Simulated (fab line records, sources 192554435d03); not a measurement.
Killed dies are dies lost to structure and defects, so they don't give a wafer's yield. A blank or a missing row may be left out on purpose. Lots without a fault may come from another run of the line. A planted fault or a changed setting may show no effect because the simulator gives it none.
One fault seen from 2 desks | flow n5_finfet | each desk has only its own numbers; what lay behind them comes last

THE METROLOGY DESK
What the gauges read, lot by lot, whatever tool the lot ran on: means of the sampled wafers that have a number. A lot is out of limits, marked OUT, if its mean lies more than 4 standard deviations from the usual mean; the brackets give that distance.
Columns: A = M14_ILD_THK at N5_BEOL_M14_THK_MEAS_01, usual 1121 nm; B = cd_nm at N5_BEOL_M14_CD_MEAS_10, usual 250.2 nm; C = cd_nm at N5_BEOL_M14_CD_MEAS_28, usual 285.2 nm
lot  | first seen here | A    | B     | C
L135 | day 12 18:56    | 1121 | 248.7 | 284.0
L133 | day 12 22:32    | 1128 | 251.1 | 286.2
L138 | day 13 20:26    | 1112 | 250.7 | 286.4
L137 | day 14 02:01    | 1102 | 251.3 | 285.8
L139 | day 14 08:22    | 1131 | 251.8 | 285.4
L140 | day 14 11:51    | 1136 | 247.9 | 286.2
L144 | day 15 19:13    | 1136 | 251.7 | 286.5
L147 | day 16 21:57    | 1126 | 251.9 | 278.5
L150 | day 17 03:25    | 1122 | 250.8 | 280.2
L146 | day 17 06:25    | 1121 | 248.9 | 279.8
L151 | day 17 21:44    | 1110 | 249.9 | 285.1
This desk's finding: nothing out of limits on any of the 11 lots.

THE TOOL OWNER'S DESK: litho_track-01
The tool's own readings at N5_BEOL_M14_PEB_26 (peb time 90 s): means of the sampled wafers that have a number, for each lot that ran on this tool. A lot is out of limits, marked OUT, if its mean lies more than 4 standard deviations from the usual mean; the brackets give that distance.
Columns: A = heater_power_total_W at N5_BEOL_M14_PEB_26, usual 172.5 W; B = plate_temp_C at N5_BEOL_M14_PEB_26, usual 129.99 C
lot  | first seen here | A     | B
L135 | day 12 20:12    | 172.5 | 129.93
L133 | day 13 00:00    | 171.9 | 129.67
L138 | day 13 21:35    | 172.6 | 130.04
L139 | day 14 09:46    | 172.5 | 129.86
L140 | day 14 13:02    | 171.9 | 129.95
L144 | day 15 20:35    | 171.0 | 129.96
L147 | day 16 23:16    | 169.5 | 128.32 (-9.8) OUT
L150 | day 17 04:29    | 169.5 | 128.59 (-8.2) OUT
L146 | day 17 07:28    | 169.7 | 128.56 (-8.4) OUT
This desk's finding: out of limits on L146, L147, L150; first on L147, day 16 23:16 (plate_temp_C at N5_BEOL_M14_PEB_26). In limits: L135, L133, L138, L139, L140, L144.

PUT TOGETHER
The tool owner's desk could have raised an alarm at day 16 23:16, on L146, L147, L150.
The metrology desk saw nothing out of limits.
The metrology desk has L146, L147, L150 on record, within its limits.
Of the lots named, all ran N5_BEOL_M14_PEB_26 on litho_track-01.

WHAT THE SIMULATOR HAD PUT IN
Process parameter drift: litho_track-01, from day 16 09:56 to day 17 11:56, at N5_BEOL_M14_PEB_26. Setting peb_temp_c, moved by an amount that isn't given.
Lots struck among those shown: L146, L147, L150.
Hours from the fault's start to each desk's first reading out of limits: the tool owner's desk, 13.
